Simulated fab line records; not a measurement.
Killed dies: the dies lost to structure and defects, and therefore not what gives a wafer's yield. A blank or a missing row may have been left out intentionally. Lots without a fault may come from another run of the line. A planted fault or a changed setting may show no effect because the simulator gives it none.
Which tool was responsible? / flow nandHarc / Sampling: 14 lots, 42 wafers, 4 of 1159 route steps

== WHAT EACH GAUGE READ, for each wafer ==
The record lacks any reading of a measuring or inspecting step that a usual standard deviation could be used to judge.

== WHICH TOOL RAN EACH LOT (tool, then ch and the chambers of the sampled wafers, then the start) ==
lot=L149; NHARC_A_BONDPAD_PRE_CLEAN_26=pvdSputter-01, day 18 10:14 or earlier; NHARC_A_BONDPAD_PVD_17=pvdSputter-01, day 18 10:14; NHARC_A_BONDPAD_ANNEAL_28=rtpAnneal-02 ch 0, day 18 10:55; NHARC_A_BONDPAD_CMP_19=cmp-01 ch 1,2, day 18 11:13
lot=L151; NHARC_A_BONDPAD_PRE_CLEAN_26=pvdSputter-03, day 18 22:22 or earlier; NHARC_A_BONDPAD_PVD_17=pvdSputter-03, day 18 22:22; NHARC_A_BONDPAD_ANNEAL_28=rtpAnneal-01 ch 0, day 18 23:02; NHARC_A_BONDPAD_CMP_19=cmp-03 ch 0,2,3, day 18 23:21
lot=L153; NHARC_A_BONDPAD_PRE_CLEAN_26=pvdSputter-01, day 18 22:44 or earlier; NHARC_A_BONDPAD_PVD_17=pvdSputter-01, day 18 22:44; NHARC_A_BONDPAD_ANNEAL_28=rtpAnneal-02 ch 0, day 18 23:32; NHARC_A_BONDPAD_CMP_19=cmp-04 ch 0,1,3, day 18 23:48
lot=L152; NHARC_A_BONDPAD_PRE_CLEAN_26=pvdSputter-01, day 19 07:53 or earlier; NHARC_A_BONDPAD_PVD_17=pvdSputter-01, day 19 07:53; NHARC_A_BONDPAD_ANNEAL_28=rtpAnneal-01 ch 0, day 19 08:31; NHARC_A_BONDPAD_CMP_19=cmp-03 ch 0,1,2, day 19 08:52
lot=L155; NHARC_A_BONDPAD_PRE_CLEAN_26=pvdSputter-02, day 19 12:49 or earlier; NHARC_A_BONDPAD_PVD_17=pvdSputter-02, day 19 12:49; NHARC_A_BONDPAD_ANNEAL_28=rtpAnneal-02 ch 0, day 19 13:35; NHARC_A_BONDPAD_CMP_19=cmp-03 ch 0,1,3, day 19 13:53
lot=L156; NHARC_A_BONDPAD_PRE_CLEAN_26=pvdSputter-02, day 19 13:52 or earlier; NHARC_A_BONDPAD_PVD_17=pvdSputter-02, day 19 13:52; NHARC_A_BONDPAD_ANNEAL_28=rtpAnneal-02 ch 0, day 19 14:32; NHARC_A_BONDPAD_CMP_19=cmp-01 ch 1,2,3, day 19 14:53
lot=L158; NHARC_A_BONDPAD_PRE_CLEAN_26=pvdSputter-01, day 20 10:11 or earlier; NHARC_A_BONDPAD_PVD_17=pvdSputter-01, day 20 10:11; NHARC_A_BONDPAD_ANNEAL_28=rtpAnneal-01 ch 0, day 20 10:58; NHARC_A_BONDPAD_CMP_19=cmp-04 ch 0,1,2, day 20 11:20
lot=L157; NHARC_A_BONDPAD_PRE_CLEAN_26=pvdSputter-01, day 20 10:59 or earlier; NHARC_A_BONDPAD_PVD_17=pvdSputter-01, day 20 10:59; NHARC_A_BONDPAD_ANNEAL_28=rtpAnneal-02 ch 0, day 20 11:49; NHARC_A_BONDPAD_CMP_19=cmp-03 ch 1,2, day 20 12:04
lot=L159; NHARC_A_BONDPAD_PRE_CLEAN_26=pvdSputter-01, day 20 15:16 or earlier; NHARC_A_BONDPAD_PVD_17=pvdSputter-01, day 20 15:16; NHARC_A_BONDPAD_ANNEAL_28=rtpAnneal-02 ch 0, day 20 15:54; NHARC_A_BONDPAD_CMP_19=cmp-04 ch 0,3, day 20 16:16
lot=L160; NHARC_A_BONDPAD_PRE_CLEAN_26=pvdSputter-01, day 20 18:22 or earlier; NHARC_A_BONDPAD_PVD_17=pvdSputter-01, day 20 18:22; NHARC_A_BONDPAD_ANNEAL_28=rtpAnneal-01 ch 0, day 20 19:06; NHARC_A_BONDPAD_CMP_19=cmp-03 ch 0,2,3, day 20 19:22
lot=L161; NHARC_A_BONDPAD_PRE_CLEAN_26=pvdSputter-01, day 20 22:26 or earlier; NHARC_A_BONDPAD_PVD_17=pvdSputter-01, day 20 22:26; NHARC_A_BONDPAD_ANNEAL_28=rtpAnneal-02 ch 0, day 20 23:06; NHARC_A_BONDPAD_CMP_19=cmp-04 ch 1,2,3, day 20 23:28
lot=L162; NHARC_A_BONDPAD_PRE_CLEAN_26=pvdSputter-03, day 21 05:44 or earlier; NHARC_A_BONDPAD_PVD_17=pvdSputter-03, day 21 05:44; NHARC_A_BONDPAD_ANNEAL_28=rtpAnneal-02 ch 0, day 21 06:25; NHARC_A_BONDPAD_CMP_19=cmp-04 ch 0,2,3, day 21 06:47
lot=L163; NHARC_A_BONDPAD_PRE_CLEAN_26=pvdSputter-02, day 21 06:28 or earlier; NHARC_A_BONDPAD_PVD_17=pvdSputter-02, day 21 06:28; NHARC_A_BONDPAD_ANNEAL_28=rtpAnneal-02 ch 0, day 21 07:43; NHARC_A_BONDPAD_CMP_19=cmp-03 ch 0,1,3, day 21 08:04
lot=L165; NHARC_A_BONDPAD_PRE_CLEAN_26=pvdSputter-02, day 21 23:10 or earlier; NHARC_A_BONDPAD_PVD_17=pvdSputter-02, day 21 23:10; NHARC_A_BONDPAD_ANNEAL_28=rtpAnneal-01 ch 0, day 21 23:47; NHARC_A_BONDPAD_CMP_19=cmp-01 ch 0,2,3, day 22 00:08
- NHARC_A_BONDPAD_PRE_CLEAN_26: time 30 s.
- NHARC_A_BONDPAD_PVD_17: deposits TaN, target thk 5 nm, time 8.06 s.
- NHARC_A_BONDPAD_ANNEAL_28: time 90 s.
- NHARC_A_BONDPAD_CMP_19: polishes, t overpolish 30 s, cu recess touch 16 s, target thk 169.8 nm.

== AS READ BY THE TOOLS THEMSELVES (means over the sampled wafers that have a number; for cases with no such wafer, the mark the record gives instead) ==
NHARC_A_BONDPAD_PRE_CLEAN_26. Usual: 422 W for heaterPowerW, sd 30.
lot=L149; tool=pvdSputter-01; heaterPowerW (W)=381; flag=
lot=L151; tool=pvdSputter-03; heaterPowerW (W)=404; flag=
lot=L153; tool=pvdSputter-01; heaterPowerW (W)=424; flag=
lot=L152; tool=pvdSputter-01; heaterPowerW (W)=399; flag=
lot=L155; tool=pvdSputter-02; heaterPowerW (W)=464; flag=
lot=L156; tool=pvdSputter-02; heaterPowerW (W)=431; flag=
lot=L158; tool=pvdSputter-01; heaterPowerW (W)=402; flag=
lot=L157; tool=pvdSputter-01; heaterPowerW (W)=409; flag=
lot=L159; tool=pvdSputter-01; heaterPowerW (W)=405; flag=
lot=L160; tool=pvdSputter-01; heaterPowerW (W)=417; flag=
lot=L161; tool=pvdSputter-01; heaterPowerW (W)=429; flag=
lot=L162; tool=pvdSputter-03; heaterPowerW (W)=435; flag=
lot=L163; tool=pvdSputter-02; heaterPowerW (W)=412; flag=
lot=L165; tool=pvdSputter-02; heaterPowerW (W)=428; flag=

NHARC_A_BONDPAD_PVD_17. Usual: biasV 168.7 V, standard deviation 1.5; cathodeDcPowerW 15000 W, standard deviation 2.7; throttleValvePct 30.0 %, standard deviation 0.8.
lot=L149; tool=pvdSputter-01; biasV (V)=170.5; cathodeDcPowerW (W)=15001; throttleValvePct (%)=29.8; flag=
lot=L151; tool=pvdSputter-03; biasV (V)=168.4; cathodeDcPowerW (W)=15002; throttleValvePct (%)=31.4; flag=
lot=L153; tool=pvdSputter-01; biasV (V)=168.9; cathodeDcPowerW (W)=15003; throttleValvePct (%)=29.6; flag=
lot=L152; tool=pvdSputter-01; biasV (V)=169.3; cathodeDcPowerW (W)=15002; throttleValvePct (%)=29.6; flag=
lot=L155; tool=pvdSputter-02; biasV (V)=169.2; cathodeDcPowerW (W)=15000; throttleValvePct (%)=30.0; flag=
lot=L156; tool=pvdSputter-02; biasV (V)=170.2; cathodeDcPowerW (W)=15000; throttleValvePct (%)=29.6; flag=
lot=L158; tool=pvdSputter-01; biasV (V)=168.0; cathodeDcPowerW (W)=15000; throttleValvePct (%)=29.5; flag=
lot=L157; tool=pvdSputter-01; biasV (V)=169.9; cathodeDcPowerW (W)=15001; throttleValvePct (%)=30.0; flag=
lot=L159; tool=pvdSputter-01; biasV (V)=169.3; cathodeDcPowerW (W)=15001; throttleValvePct (%)=29.6; flag=
lot=L160; tool=pvdSputter-01; biasV (V)=168.0; cathodeDcPowerW (W)=15000; throttleValvePct (%)=29.8; flag=
lot=L161; tool=pvdSputter-01; biasV (V)=167.5; cathodeDcPowerW (W)=14998; throttleValvePct (%)=29.6; flag=
lot=L162; tool=pvdSputter-03; biasV (V)=168.5; cathodeDcPowerW (W)=15001; throttleValvePct (%)=30.1; flag=
lot=L163; tool=pvdSputter-02; biasV (V)=-; cathodeDcPowerW (W)=-; throttleValvePct (%)=-; flag=OFF
lot=L165; tool=pvdSputter-02; biasV (V)=-; cathodeDcPowerW (W)=-; throttleValvePct (%)=-; flag=OFF

NHARC_A_BONDPAD_ANNEAL_28. Usual: 226.3 for wafer_temp_C_max, sd 0.37.
lot=L149 tool=rtpAnneal-02 wafer_temp_C_max=226.2 flag=
lot=L151 tool=rtpAnneal-01 wafer_temp_C_max=226.8 flag=
lot=L153 tool=rtpAnneal-02 wafer_temp_C_max=225.6 flag=
lot=L152 tool=rtpAnneal-01 wafer_temp_C_max=226.6 flag=
lot=L155 tool=rtpAnneal-02 wafer_temp_C_max=226.3 flag=
lot=L156 tool=rtpAnneal-02 wafer_temp_C_max=226.1 flag=
lot=L158 tool=rtpAnneal-01 wafer_temp_C_max=226.3 flag=
lot=L157 tool=rtpAnneal-02 wafer_temp_C_max=225.9 flag=
lot=L159 tool=rtpAnneal-02 wafer_temp_C_max=226.2 flag=
lot=L160 tool=rtpAnneal-01 wafer_temp_C_max=226.4 flag=
lot=L161 tool=rtpAnneal-02 wafer_temp_C_max=225.9 flag=
lot=L162 tool=rtpAnneal-02 wafer_temp_C_max=226.2 flag=
lot=L163 tool=rtpAnneal-02 wafer_temp_C_max=226.2 flag=
lot=L165 tool=rtpAnneal-01 wafer_temp_C_max=226.6 flag=

NHARC_A_BONDPAD_CMP_19. Usual: motorCurrentA 12.0 A, standard deviation 1.3; overpolishRunS 29.999 s, standard deviation 0.0085.
lot=L149; tool=cmp-01; motorCurrentA (A)=11.7; overpolishRunS (s)=30.010; flag=
lot=L151; tool=cmp-03; motorCurrentA (A)=11.9; overpolishRunS (s)=29.998; flag=
lot=L153; tool=cmp-04; motorCurrentA (A)=11.9; overpolishRunS (s)=29.999; flag=
lot=L152; tool=cmp-03; motorCurrentA (A)=12.3; overpolishRunS (s)=29.998; flag=
lot=L155; tool=cmp-03; motorCurrentA (A)=12.1; overpolishRunS (s)=30.002; flag=
lot=L156; tool=cmp-01; motorCurrentA (A)=11.6; overpolishRunS (s)=30.002; flag=
lot=L158; tool=cmp-04; motorCurrentA (A)=12.4; overpolishRunS (s)=29.997; flag=
lot=L157; tool=cmp-03; motorCurrentA (A)=11.4; overpolishRunS (s)=29.998; flag=
lot=L159; tool=cmp-04; motorCurrentA (A)=12.6; overpolishRunS (s)=29.993; flag=
lot=L160; tool=cmp-03; motorCurrentA (A)=11.6; overpolishRunS (s)=30.009; flag=
lot=L161; tool=cmp-04; motorCurrentA (A)=11.4; overpolishRunS (s)=29.998; flag=
lot=L162; tool=cmp-04; motorCurrentA (A)=13.2; overpolishRunS (s)=29.990; flag=
lot=L163; tool=cmp-03; motorCurrentA (A)=12.3; overpolishRunS (s)=30.005; flag=
lot=L165; tool=cmp-01; motorCurrentA (A)=10.9; overpolishRunS (s)=30.000; flag=

== THE ANSWER, worked out from the rows above alone ==
Rule: take the mean of a lot's wafers that have a number; if it is more than 3 standard deviations from the usual mean, the lot is off. Also off: a lot with no number at a reading for which 4 or more lots have one. Where the step has rows for the other lots, those lots are counted as sound. First the gauges in route order, then the tools' own readings, where a lot's mean is used as printed above. The first step at which some lot is off is used, and at that step the reading that is off furthest; a lot without a number counts as furthest.
Off: L163, L165, at NHARC_A_BONDPAD_PVD_17 (biasV). Without a number there: L163, L165.
If a tool, at that step or one of the process steps before it, ran each lot that is off and ran no sound lot following the first of them, it fits. NHARC_A_BONDPAD_PRE_CLEAN_26 gives no start for some lots, so the hours and the order of its lots are those of NHARC_A_BONDPAD_PVD_17. One candidate fits, namely pvdSputter-02 at NHARC_A_BONDPAD_PRE_CLEAN_26 and NHARC_A_BONDPAD_PVD_17. At NHARC_A_BONDPAD_PRE_CLEAN_26 its last sound lot is L156 (day 19 13:52), its first lot that is off L163 (day 21 06:28): a fault that began between those two fits.

== WHAT HAD BEEN PUT IN BY THE SIMULATOR ==
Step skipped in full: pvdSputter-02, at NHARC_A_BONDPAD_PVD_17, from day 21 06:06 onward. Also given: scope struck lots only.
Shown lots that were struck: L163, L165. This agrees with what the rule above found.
